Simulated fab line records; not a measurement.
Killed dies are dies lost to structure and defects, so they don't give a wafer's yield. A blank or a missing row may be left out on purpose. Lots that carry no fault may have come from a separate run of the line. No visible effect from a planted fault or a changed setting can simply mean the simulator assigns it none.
Which of the tools did it? -- flow nand harc -- Sampling: 13 lots, 39 wafers, 5 of 1159 route steps

## WHAT THE GAUGES READ, wafer by wafer
NHARC_END_SORT_01. Usual: killed at array 28, standard deviation 11; killed at other 0.5, standard deviation 0.87; killed at periphery 2.9, standard deviation 2.2; killed dies 32, standard deviation 11; killed open 3.2, standard deviation 1.9; killed short 1.8, standard deviation 1.4.
lot,measured,on,killed at array,killed at other,killed at periphery,killed dies,killed open,killed short,flag
L976,day 21 20:40,prober-02,676 675 676,0 0 1,1 2 0,677 677 677,4 5 4,1 4 2,OFF
L979,day 21 20:44,prober-01,674 673 676,0 0 0,3 4 1,677 677 677,4 6 3,3 2 4,OFF

## WHAT TOOL EACH LOT RAN ON (gives the tool, then ch and the chambers of the sampled wafers, and finally the start)
lot,NHARC_A_STAIRCASE_DEP_322,NHARC_THIN_TSV_DEP_43,NHARC_THIN_TSV_ETCH_44,NHARC_THIN_TSV_STRIP_56
L966,"pecvd-04 ch 0,1,2, day 12 02:06","pecvd-02 ch 1,2, day 17 23:09","rie diel-04 ch 0,1,3, day 18 00:17","plasma asher-02 ch 0,1, day 18 06:40"
L967,"pecvd-04 ch 0,1,2, day 13 01:56","pecvd-03 ch 0,1,2, day 18 19:35","rie diel-04 ch 0,1,3, day 19 00:25","plasma asher-01 ch 0,1, day 19 07:07"
L968,"pecvd-04 ch 0,1,2, day 13 15:52","pecvd-01 ch 0,1,2, day 18 23:58","rie diel-07 ch 2,3, day 19 01:03","plasma asher-01 ch 0,1, day 19 08:30"
L969,"pecvd-01 ch 0,1,2, day 13 16:06","pecvd-02 ch 0,1,2, day 19 01:30","rie diel-04 ch 1,2,3, day 19 02:35","plasma asher-02 ch 0,1, day 19 15:40"
L970,"pecvd-04 ch 0,2, day 13 16:33","pecvd-01 ch 0,1,2, day 19 05:59","rie diel-04 ch 1,2, day 19 07:01","plasma asher-01 ch 0,1, day 19 17:52"
L976,"pecvd-04 ch 0,1, day 15 10:55",-,-,-
L979,"pecvd-04 ch 0,1, day 15 18:42",-,-,-
L982,"pecvd-01 ch 0,1,2, day 17 03:01","pecvd-03 ch 0,1,2, day 22 23:41","rie diel-04 ch 0,3, day 23 00:41","plasma asher-02 ch 0,1, day 23 07:01"
L985,"pecvd-03 ch 0,1,2, day 17 11:44","pecvd-03 ch 0,1,2, day 23 01:57","rie diel-09 ch 0,1,2, day 23 03:02","plasma asher-01 ch 0,1, day 23 09:50"
L984,"pecvd-01 ch 0,1,2, day 17 12:01","pecvd-03 ch 0,1,2, day 23 00:55","rie diel-07 ch 0,1,2, day 23 01:55","plasma asher-02 ch 0,1, day 23 08:33"
L986,"pecvd-03 ch 0,1,2, day 17 15:53","pecvd-03 ch 0,1,2, day 23 03:09","rie diel-04 ch 1,2,3, day 23 04:06","plasma asher-01 ch 0,1, day 23 11:06"
L983,"pecvd-01 ch 0,1,2, day 17 16:00","pecvd-02 ch 0,1, day 23 11:53","rie diel-07 ch 0,2, day 23 12:46","plasma asher-01 ch 0,1, day 23 19:03"
L989,"pecvd-03 ch 0,2, day 18 12:52","pecvd-03 ch 1,2, day 24 16:04","rie diel-09 ch 2,3, day 24 17:02","plasma asher-01 ch 0,1, day 24 23:59"
- NHARC_A_STAIRCASE_DEP_322: deposits SiO2, target thk 3800 nm.
- NHARC_THIN_TSV_DEP_43: deposits SiO2, target thk 1328.5 nm.
- NHARC_THIN_TSV_ETCH_44: etches the open film in CF4/O2, target depth 1594.2 nm, time 797.1 s.
- NHARC_THIN_TSV_STRIP_56: strips in O2.

## AS READ BY THE TOOLS THEMSELVES (means over the sampled wafers that have a number; for cases with no such wafer, the mark the record gives instead)
NHARC_A_STAIRCASE_DEP_322. Usual: heater power w at 664 W, with a standard deviation of 100.
lot,tool,heater power w (W),flag
L966,pecvd-04,674,
L967,pecvd-04,693,
L968,pecvd-04,643,
L969,pecvd-01,761,
L970,pecvd-04,650,
L976,pecvd-04,629,
L979,pecvd-04,661,
L982,pecvd-01,624,
L985,pecvd-03,679,
L984,pecvd-01,627,
L986,pecvd-03,700,
L983,pecvd-01,679,
L989,pecvd-03,629,

NHARC_THIN_TSV_DEP_43. Usual: chamber pressure Torr 6.500 Torr, standard deviation 0.014; throttle valve pct 16.0 %, standard deviation 0.4.
lot,tool,chamber pressure Torr (Torr),throttle valve pct (%),flag
L966,pecvd-02,6.508,15.8,
L967,pecvd-03,6.493,16.6,
L968,pecvd-01,6.501,15.6,
L969,pecvd-02,6.491,15.8,
L970,pecvd-01,6.502,15.7,
L982,pecvd-03,6.496,16.4,
L985,pecvd-03,6.504,16.3,
L984,pecvd-03,6.496,16.2,
L986,pecvd-03,6.496,16.4,
L983,pecvd-02,6.500,15.6,
L989,pecvd-03,6.495,16.7,

NHARC_THIN_TSV_ETCH_44. Usual: drypump motor current A 5.7 A, standard deviation 0.43; oes product au 0.992 a.u., standard deviation 0.013; rf vpp V 794 V, standard deviation 4.9; showerhead plenum p Torr 1.82 Torr, standard deviation 0.076; throttle valve pct 16.915 %, standard deviation 0.0095.
lot,tool,drypump motor current A (A),oes product au (a.u.),rf vpp V (V),showerhead plenum p Torr (Torr),throttle valve pct (%),flag
L966,rie diel-04,5.7,0.991,794,1.83,16.916,
L967,rie diel-04,5.7,0.985,795,1.83,16.928,
L968,rie diel-07,6.0,1.009,801,1.94,16.922,
L969,rie diel-04,5.8,0.992,794,1.84,16.920,
L970,rie diel-04,6.0,0.985,797,1.87,16.914,
L982,rie diel-04,5.2,0.988,792,1.78,16.909,
L985,rie diel-09,5.8,0.987,791,1.78,16.917,
L984,rie diel-07,5.3,0.996,797,1.87,16.906,
L986,rie diel-04,5.8,0.997,794,1.84,16.914,
L983,rie diel-07,5.1,1.001,796,1.87,16.921,
L989,rie diel-09,6.0,0.985,793,1.80,16.917,

NHARC_THIN_TSV_STRIP_56. Usual: drypump motor current A 5.4 A, standard deviation 0.36; heater power w 331 W, standard deviation 12.
lot,tool,drypump motor current A (A),heater power w (W),flag
L966,plasma asher-02,5.5,339,
L967,plasma asher-01,5.5,334,
L968,plasma asher-01,5.5,335,
L969,plasma asher-02,5.4,338,
L970,plasma asher-01,5.4,337,
L982,plasma asher-02,5.1,341,
L985,plasma asher-01,5.3,318,
L984,plasma asher-02,5.1,345,
L986,plasma asher-01,5.5,324,
L983,plasma asher-01,5.4,320,
L989,plasma asher-01,5.4,319,

## THE ANSWER, worked out from the rows above alone
Rule: a lot is off if the mean of its wafers that have a number lies more than 3 standard deviations from the usual mean. Also off: a lot with no number at a reading for which 4 or more lots have one. Any other lot the step has rows for is counted as sound. After the gauges, taken in route order, come the tools' own readings; for these a lot's mean is taken, as printed above. The first step at which some lot is off is used, and at that step the reading that is off furthest; a lot without a number counts as furthest.
Off at NHARC_END_SORT_01 (killed at array): L976, L979. Neither off nor sound, because the step has no rows for them: L966, L967, L968, L969, L970, L982, L985, L984, L986, L983, L989.
A tool fits if, at a process step before that reading, it ran every lot that is off, and no sound lot after the first of them. Gauges at NHARC_END_SORT_01: tried the same way as those tools. One fits: NHARC_A_STAIRCASE_DEP_322 on pecvd-04. It ran no sound lot before its first lot that is off in this sample, so the start can't be narrowed down.

## WHAT HAD BEEN PUT IN BY THE SIMULATOR
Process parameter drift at NHARC_A_STAIRCASE_DEP_322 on pecvd-04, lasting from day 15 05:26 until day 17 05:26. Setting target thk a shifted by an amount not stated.
Lots struck among those shown: L976, L979. This agrees with what the rule above found.
